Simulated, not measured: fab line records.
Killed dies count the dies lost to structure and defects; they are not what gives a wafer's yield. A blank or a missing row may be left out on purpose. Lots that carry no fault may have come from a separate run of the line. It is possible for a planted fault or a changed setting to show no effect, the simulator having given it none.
Chamber matching    flow nandHarc    NHARC_A_CONTACT_ETCH_92 on rieDiel-11: 4 sister chambers
The step etches the open film in CH3F/O2, target depth 40 nm, time 85.7 s. 14 wafers are shown with their chamber, then 7 later ones without.

## WAFERS WITH THEIR CHAMBER
wafer   chamber  showerheadPlenumPTorr (Torr)  drypumpMotorCurrentA (A)  rfVppV (V)
L302.1  3        2.55                          5.4                       245.1
L302.2  1        2.36                          5.8                       242.8
L302.6  1        2.36                          5.8                       243.7
L304.1  0        2.61                          6.0                       246.9
L304.4  3        2.55                          5.4                       247.1
L304.6  2        2.53                          5.2                       244.3
L307.2  2        2.53                          5.2                       246.7
L307.5  0        2.60                          6.0                       247.2
L307.6  1        2.36                          5.7                       243.8
L308.1  0        2.60                          6.0                       247.1
L308.5  0        2.60                          6.0                       246.6
L308.6  1        2.36                          5.8                       242.6
L312.2  2        2.53                          5.2                       245.9
L312.4  1        2.36                          5.8                       243.2

SIGNATURES, as means of the wafers listed above
reading                chamber 0  chamber 1  chamber 2  chamber 3  scatter within a chamber
showerheadPlenumPTorr  2.6025     2.3600     2.5300     2.5500     0.00274
drypumpMotorCurrentA   6.000      5.780      5.200      5.400      0.0283
rfVppV                 246.950    243.220    245.633    246.100    0.795
Rule: for each reading, subtract the chamber's mean from the wafer's reading, divide by that reading's scatter and square the result; add these up over the readings and take the root, which gives the wafer's distance from the chamber. If the next closest chamber is less than 2 further off than the closest, the wafer can't be placed; otherwise it belongs to the closest. How the scatter is found: for the shown wafers, subtract from each reading the mean of its chamber, square and add these, divide the total by (wafers less chambers), then take the root.

## WAFERS WITHOUT THEIR CHAMBER
wafer   showerheadPlenumPTorr (Torr)  drypumpMotorCurrentA (A)  rfVppV (V)
L312.5  2.53                          5.2                       245.4
L317.1  2.54                          5.4                       246.6
L317.4  2.36                          5.8                       240.9
L317.5  2.54                          5.4                       244.9
L323.1  2.53                          5.4                       245.5
L323.3  2.54                          5.4                       246.6
L323.6  2.35                          5.8                       244.1

## WHICH CHAMBER EACH ONE RAN IN
wafer   from the rows above      in truth
L312.5  2                        2
L317.1  3                        3
L317.4  1                        1
L317.5  3                        3
L323.1  can't be placed: 2 or 3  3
L323.3  3                        3
L323.6  1                        1
6 of 7 placed correctly. Cannot be placed on the basis of these rows: 1; the candidates contain the true chamber in 1. Placed wrongly: 0.
